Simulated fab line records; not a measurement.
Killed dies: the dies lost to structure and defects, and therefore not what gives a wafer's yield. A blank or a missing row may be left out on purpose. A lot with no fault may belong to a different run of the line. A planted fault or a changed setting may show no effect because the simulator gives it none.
A lot that was struck, set against a sound lot | flow n5Finfet | 16 out of 1938 route steps
Sound: these wafers, L379.1, L379.4, L379.5. Struck: wafer L378.5 (left out: L378.1, L378.3 of the same lot, which were not struck); the cause appears at the end.
Order at every step that has rows: each side's tool, ch and its chambers, its first start. Under that, the readings that differ: sound wafers | struck wafers | difference of the means | sigmas: that difference in standard deviations of wafers without a fault.
alike: same words and numbers on both sides, and readings whose means sit less than 2 such deviations apart. not compared: any withheld reading, any reading some wafer has no value for, any bound like >300 that may hide the same value, and any number with overlapping values for which the record gives no deviation.
A row with sigmas, a row that says differs or no value, or rows on one side alone: a step with any of these is where the two part. When numbers do not overlap yet have no deviation, they are printed without sigmas and do not part them. Lack of a reading on every wafer of one side parts them only where that side has two or more wafers.

first, 1 step without rows for these wafers: N5_BEOL_M1_CMP_52 (polishes, stops on SiOC, t overpolish 6.8 s, target thk 40 nm).
N5_BEOL_M1_THK_MEAS_53: measures by xrf.
  sound on filmMetro-02, day 7 15:21; struck on filmMetro-01, day 8 07:45
reading     | sound          | struck | difference | sigmas
M1_THK (nm) | 39.0 41.6 40.9 | 37.5   | -3.0       | -2
then, 1 step without rows for these wafers: N5_BEOL_M1_PRE_CLEAN_60 (time 15 s).
N5_BEOL_M1_CO_CAP_55: material Co, precursor CCTBA/H2, target thk 2 nm, time 102.1 s.
  sound on cvdCo-02 ch 0,2, day 7 15:25; struck on cvdCo-02 ch 1, day 8 07:49
  alike: heaterPowerW
then, 1 step without rows for these wafers: N5_BEOL_M1_PRE_CLEAN_56 (time 15 s).
N5_BEOL_M1_DEP_57: deposits SiCN from 3MS/NH3, target thk 8 nm, time 14 s.
  sound on pecvd-04 ch 0,1,2, day 7 15:32; struck on pecvd-04 ch 1, day 8 07:56
  alike: showerheadPlenumPTorr, throttleValvePct
N5_BEOL_M1_RS_MEAS_58: the measuring method here is four-point-probe.
  sound on filmMetro-01, day 7 15:37; struck on filmMetro-02, day 8 08:01
  alike: M1_RS
N5_BEOL_M1_INSPECT_59: inspects for defects (darkfield).
  sound on defectInspect-01, day 7 15:39; struck on defectInspect-02, day 8 08:02
  alike: rawDefectCount
N5_BEOL_M2_ILD_DEP_00: deposits SiOC from DEMS/O2, target thk 79 nm, time 15.3 s.
  sound on pecvd-01 ch 0,2, day 7 15:44; struck on pecvd-01 ch 2, day 8 08:04
  alike: heaterPowerW, showerheadPlenumPTorr, throttleValvePct
N5_BEOL_M2_THK_MEAS_01:
  sound on filmMetro-02, day 7 15:48; struck on filmMetro-02, day 8 08:08
  alike: M2_ILD_THK
N5_BEOL_M2_PECVD_72: deposits SiO2 from TEOS/O2, target thk 16 nm, time 18 s.
  sound on pecvd-04 ch 0,2, day 7 15:50; struck on pecvd-03 ch 0, day 8 08:11
  alike: heaterPowerW, showerheadPlenumPTorr, throttleValvePct
N5_BEOL_M2_HM_DEP_02: deposits TiN, target thk 20 nm.
  sound on pvdSputter-02, day 7 17:26; struck on pvdSputter-03, day 8 08:14
  alike: throttleValvePct
N5_BEOL_M2_COAT_61: time 60 s, resist thk 60 nm.
  sound on lithoTrack-01 ch 0, day 7 17:34; struck on lithoTrack-05 ch 0, day 8 08:22
reading               | sound             | struck | difference | sigmas
heaterPowerTotalW (W) | 500.8 497.3 499.7 | 614.9  | +115.6     | +64
runLengthS (s)        | 66.20 66.24 66.29 | 48.61  | -17.63     | -73
then, 1 step without rows for these wafers: N5_BEOL_M2_COAT_62 (time 60 s, resist thk 12 nm).
N5_BEOL_M4_RC_MEAS_101:
  sound on prober-02 ch 0, day 9 21:05; struck on prober-02 ch 0, day 10 02:13
  alike: DIBL_N, DIBL_P, IOFF_N, IOFF_P, ION_N, ION_P, SS_N, SS_P, VT_N, VT_P
-- here the record skips 5 days between the struck wafers' starts before and after, leaving off in module BEOL_M4 and picking up in module PASSIVATION (first step shown: number 1936 of the route) --
N5_PASSIVATION_PROBE_49:
  rows exist in the record for the struck wafers here (prober-01, day 15 11:49), but not for the sound ones

== WHERE THEY PART ==
Earliest at N5_BEOL_M1_THK_MEAS_53; latest, in this record, at N5_PASSIVATION_PROBE_49.

WHY: what had been put in by the simulator
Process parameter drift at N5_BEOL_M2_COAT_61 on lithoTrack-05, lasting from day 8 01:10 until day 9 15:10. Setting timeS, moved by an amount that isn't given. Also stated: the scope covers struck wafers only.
